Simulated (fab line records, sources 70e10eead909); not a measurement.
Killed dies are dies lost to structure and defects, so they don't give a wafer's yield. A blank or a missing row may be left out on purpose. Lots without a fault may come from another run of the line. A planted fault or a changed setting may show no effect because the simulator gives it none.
Chamber matching | flow nand_harc | NHARC_A_ZERO_WELL_DESCUM_12 on rie_diel-06: 4 sister chambers
The step chemistry O2, time 3 s. 22 wafers are shown with their chamber, then 11 later ones without.

WAFERS WITH THEIR CHAMBER
wafer  | chamber | drypump_motor_current_A (A) | showerhead_plenum_p_Torr (Torr) | oes_product_au (a.u.)
L780.2 | 1       | 5.2                         | 1.89                            | 1.010
L780.5 | 2       | 5.8                         | 1.85                            | 1.003
L780.6 | 1       | 5.2                         | 1.89                            | 1.006
L781.1 | 1       | 5.2                         | 1.89                            | 1.014
L781.4 | 3       | 5.0                         | 1.88                            | 1.010
L781.5 | 1       | 5.2                         | 1.89                            | 1.009
L782.3 | 2       | 5.8                         | 1.85                            | 0.997
L782.5 | 0       | 6.0                         | 1.94                            | 1.001
L782.6 | 1       | 5.2                         | 1.89                            | 1.009
L784.3 | 0       | 6.0                         | 1.94                            | 1.015
L784.4 | 1       | 5.2                         | 1.89                            | 1.004
L784.6 | 2       | 5.8                         | 1.85                            | 1.007
L783.4 | 1       | 5.2                         | 1.89                            | 1.004
L783.5 | 2       | 5.8                         | 1.85                            | 0.999
L783.6 | 3       | 5.1                         | 1.87                            | 1.002
L785.1 | 2       | 5.8                         | 1.85                            | 0.999
L785.4 | 3       | 5.1                         | 1.87                            | 1.020
L785.5 | 0       | 6.0                         | 1.94                            | 1.016
L788.1 | 0       | 6.0                         | 1.94                            | 1.007
L788.2 | 2       | 5.8                         | 1.85                            | 0.981
L788.5 | 0       | 6.0                         | 1.94                            | 1.003
L789.2 | 1       | 5.2                         | 1.89                            | 1.005

SIGNATURES (means of the wafers above)
reading                  | chamber 0 | chamber 1 | chamber 2 | chamber 3 | scatter within a chamber
drypump_motor_current_A  | 6.000     | 5.200     | 5.800     | 5.067     | 0.0192
showerhead_plenum_p_Torr | 1.9400    | 1.8900    | 1.8500    | 1.8733    | 0.00192
oes_product_au           | 1.00840   | 1.00762   | 0.99767   | 1.01067   | 0.0068
Rule: a wafer's distance from a chamber is the root of the sum, over the readings, of the square of ((its reading less the chamber's mean) divided by the reading's scatter). The wafer belongs to the nearest chamber; if the next one is less than 2 further off, it can't be placed. The scatter: the root of (the sum of the squares of (reading less its chamber's mean) over the shown wafers, divided by (wafers less chambers)).

WAFERS WITHOUT THEIR CHAMBER
wafer  | drypump_motor_current_A (A) | showerhead_plenum_p_Torr (Torr) | oes_product_au (a.u.)
L789.3 | 5.8                         | 1.85                            | 1.006
L789.6 | 5.8                         | 1.85                            | 1.004
L796.1 | 5.2                         | 1.89                            | 0.985
L796.2 | 5.8                         | 1.85                            | 1.018
L796.3 | 5.1                         | 1.87                            | 1.011
L801.1 | 5.2                         | 1.89                            | 0.986
L801.2 | 5.0                         | 1.87                            | 1.002
L801.6 | 5.8                         | 1.85                            | 1.018
L800.1 | 5.2                         | 1.89                            | 0.994
L800.2 | 6.0                         | 1.94                            | 1.013
L800.5 | 5.1                         | 1.87                            | 1.005

WHICH CHAMBER EACH WENT THROUGH
wafer  | from the rows above | in truth
L789.3 | 2                   | 2
L789.6 | 2                   | 2
L796.1 | 1                   | 1
L796.2 | 2                   | 2
L796.3 | 3                   | 3
L801.1 | 1                   | 1
L801.2 | 3                   | 3
L801.6 | 2                   | 2
L800.1 | 1                   | 1
L800.2 | 0                   | 0
L800.5 | 3                   | 3
Placed correctly: 11 of 11. Can't be placed from these rows: 0. Placed wrongly: 0.
